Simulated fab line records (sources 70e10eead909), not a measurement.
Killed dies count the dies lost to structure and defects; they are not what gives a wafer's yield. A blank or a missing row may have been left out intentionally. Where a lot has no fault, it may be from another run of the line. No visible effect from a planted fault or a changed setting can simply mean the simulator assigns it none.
Matching of chambers + flow nand harc + rie diel-05 running NHARC_A_BONDPAD_DESCUM_11: 4 sister chambers
The step chemistry O2, time 3 s. 8 wafers are shown with their chamber, then 8 later ones without.

EACH WAFER AND ITS CHAMBER
| wafer  | chamber | oes product au (a.u.) | o2 flow sccm (sccm) |
|--------|---------|-----------------------|---------------------|
| L241.1 | 1       | 1.007                 | 199.6               |
| L247.2 | 2       | 1.008                 | 200.1               |
| L247.4 | 1       | 0.995                 | 199.9               |
| L247.6 | 0       | 0.991                 | 199.9               |
| L244.2 | 0       | 1.006                 | 199.6               |
| L244.3 | 3       | 0.996                 | 199.2               |
| L244.4 | 2       | 1.006                 | 199.4               |
| L253.2 | 3       | 0.993                 | 199.4               |

WAFERS MISSING THEIR CHAMBER
| wafer  | oes product au (a.u.) | o2 flow sccm (sccm) |
|--------|-----------------------|---------------------|
| L253.3 | 1.001                 | 199.9               |
| L253.4 | 0.994                 | 200.4               |
| L256.1 | 1.005                 | 199.8               |
| L256.4 | 0.991                 | 200.3               |
| L256.6 | 0.992                 | 200.6               |
| L257.1 | 1.001                 | 201.2               |
| L257.5 | 0.999                 | 199.8               |
| L257.6 | 1.011                 | 200.7               |

EACH ONE'S CHAMBER
| wafer  | from the rows above               | in truth |
|--------|-----------------------------------|----------|
| L253.3 | can't be placed: 1 or 0 or 2 or 3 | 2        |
| L253.4 | can't be placed: 0 or 1 or 2 or 3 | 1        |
| L256.1 | can't be placed: 2 or 1 or 0 or 3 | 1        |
| L256.4 | can't be placed: 0 or 1 or 2 or 3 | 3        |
| L256.6 | can't be placed: 0 or 1 or 2 or 3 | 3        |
| L257.1 | can't be placed: 1 or 0 or 2 or 3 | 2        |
| L257.5 | can't be placed: 0 or 1 or 2 or 3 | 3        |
| L257.6 | can't be placed: 2 or 1 or 0      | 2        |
Placed correctly: 0 of 8. Cannot be placed on the basis of these rows: 8; the candidates contain the true chamber in 8. Wrongly placed: 0.
How it was worked out, from the rows above alone: a wafer's distance from a chamber is the root of the sum, over the readings, of the square of ((its reading less the chamber's mean) divided by the reading's scatter). The wafer belongs to the nearest chamber; if the next one is less than 2 further off, it can't be placed. The mean given for a chamber averages the wafers shown for that chamber. The scatter is the square root of a quotient: the sum, over the shown wafers, of each reading's squared deviation from its chamber's mean, divided by wafers minus chambers.
